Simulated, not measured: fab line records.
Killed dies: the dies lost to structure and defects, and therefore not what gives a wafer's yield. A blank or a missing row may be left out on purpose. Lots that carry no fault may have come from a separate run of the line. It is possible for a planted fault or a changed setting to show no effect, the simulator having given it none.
Matching of chambers    flow n5_finfet    N5_SDB_ALD_29 on ald_sin-02 has 4 sister chambers
The step deposits SiNx, target thk 30 nm, pulse time 1 s, ald cycles 600. 4 wafers are shown with their chamber, then 7 later ones without.

== WAFERS PAIRED WITH THEIR CHAMBERS ==
wafer   chamber  heater_power_w (W)
L075.1  0        954
L083.5  2        897
L083.6  1        754
L088.5  3        845

== WAFERS WITH NO CHAMBER GIVEN ==
wafer   heater_power_w (W)
L088.6  855
L090.1  848
L090.3  776
L090.5  777
L095.1  877
L095.2  828
L095.5  834

== EACH ONE'S CHAMBER ==
wafer   from the rows above      in truth
L088.6  can't be placed: 3 or 2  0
L090.1  3                        3
L090.3  1                        1
L090.5  1                        1
L095.1  can't be placed: 2 or 3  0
L095.2  3                        3
L095.5  3                        3
5 of 7 placed correctly. Cannot be placed on the basis of these rows: 2; the candidates contain the true chamber in 0. Placed wrongly: 0.
How it was worked out, from the rows above alone: a wafer's distance from a chamber is the root of the sum, over the readings, of the square of ((its reading less the chamber's mean) divided by the reading's scatter). If the next closest chamber is less than 2 further off than the closest, the wafer can't be placed; otherwise it belongs to the closest. For every chamber, the mean is computed from those of its wafers that are shown. The scatter: root of mean squared gap, hidden wafer to nearest shown wafer, with one shown wafer a chamber.
